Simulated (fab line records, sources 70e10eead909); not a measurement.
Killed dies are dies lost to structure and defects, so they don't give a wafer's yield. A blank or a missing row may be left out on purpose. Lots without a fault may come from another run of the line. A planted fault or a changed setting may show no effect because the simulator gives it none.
One fault seen from 3 desks | flow nand_harc | each desk has only its own numbers; what lay behind them comes last

THE METROLOGY DESK
What the gauges read, lot by lot, whatever tool the lot ran on: means of the sampled wafers that have a number. A lot is out of limits, marked OUT, if its mean lies more than 4 standard deviations from the usual mean; the brackets give that distance.
Columns: A = cd_nm at NHARC_A_SLIT_CD_MEAS_09, usual 300.1 nm; B = overlay_x_nm at NHARC_A_SLIT_OVL_MEAS_10, usual 0.0 nm; C = overlay_y_nm at NHARC_A_SLIT_OVL_MEAS_10, usual -0.5 nm
lot  | first seen here | A     | B    | C
L901 | day 17 19:31    | 300.1 | 0.5  | -0.6
L896 | day 17 21:01    | 300.9 | 2.3  | -1.9
L911 | day 19 03:05    | 300.3 | -0.2 | -0.9
L903 | day 19 05:54    | 300.2 | 1.2  | -0.8
L914 | day 20 00:58    | 299.7 | -0.1 | -0.1
This desk's finding: nothing out of limits on any of the 5 lots.

THE TOOL OWNER'S DESK: har_etch-02
The tool's own readings at NHARC_A_SLIT_ETCH_17 (etches the open film in C4F8/O2/Ar, time 1687.5 s, target depth 10100 nm): means of the sampled wafers that have a number, for each lot that ran on this tool. A lot is out of limits, marked OUT, if its mean lies more than 4 standard deviations from the usual mean; the brackets give that distance.
Columns: A = drypump_motor_current_A at NHARC_A_SLIT_ETCH_17, usual 6.2 A; B = showerhead_plenum_p_Torr at NHARC_A_SLIT_ETCH_17, usual 3.69 Torr; C = throttle_valve_pct at NHARC_A_SLIT_ETCH_17, usual 32.047 %
lot  | first seen here | A   | B    | C
L901 | day 17 21:05    | 5.6 | 3.75 | 32.047
L903 | day 19 10:42    | 5.4 | 3.68 | 32.044
This desk's finding: nothing out of limits on any of the 2 lots.

THE DEFECT DESK
What the inspections along the route counted, lot by lot: means of the sampled wafers that have a number. A lot is out of limits, marked OUT, if its mean lies more than 4 standard deviations from the usual mean; the brackets give that distance.
Columns: A = raw_defect_count at NHARC_A_SLIT_INSPECT_11, usual 21
lot  | first seen here | A
L901 | day 17 19:38    | 15
L896 | day 17 21:10    | 15
L911 | day 19 03:13    | 24
L903 | day 19 06:02    | 24
L914 | day 20 01:05    | 15
This desk's finding: nothing out of limits on any of the 5 lots.

PUT TOGETHER
The metrology desk saw nothing out of limits.
The tool owner's desk saw nothing out of limits.
The defect desk saw nothing out of limits.

WHAT THE SIMULATOR HAD PUT IN
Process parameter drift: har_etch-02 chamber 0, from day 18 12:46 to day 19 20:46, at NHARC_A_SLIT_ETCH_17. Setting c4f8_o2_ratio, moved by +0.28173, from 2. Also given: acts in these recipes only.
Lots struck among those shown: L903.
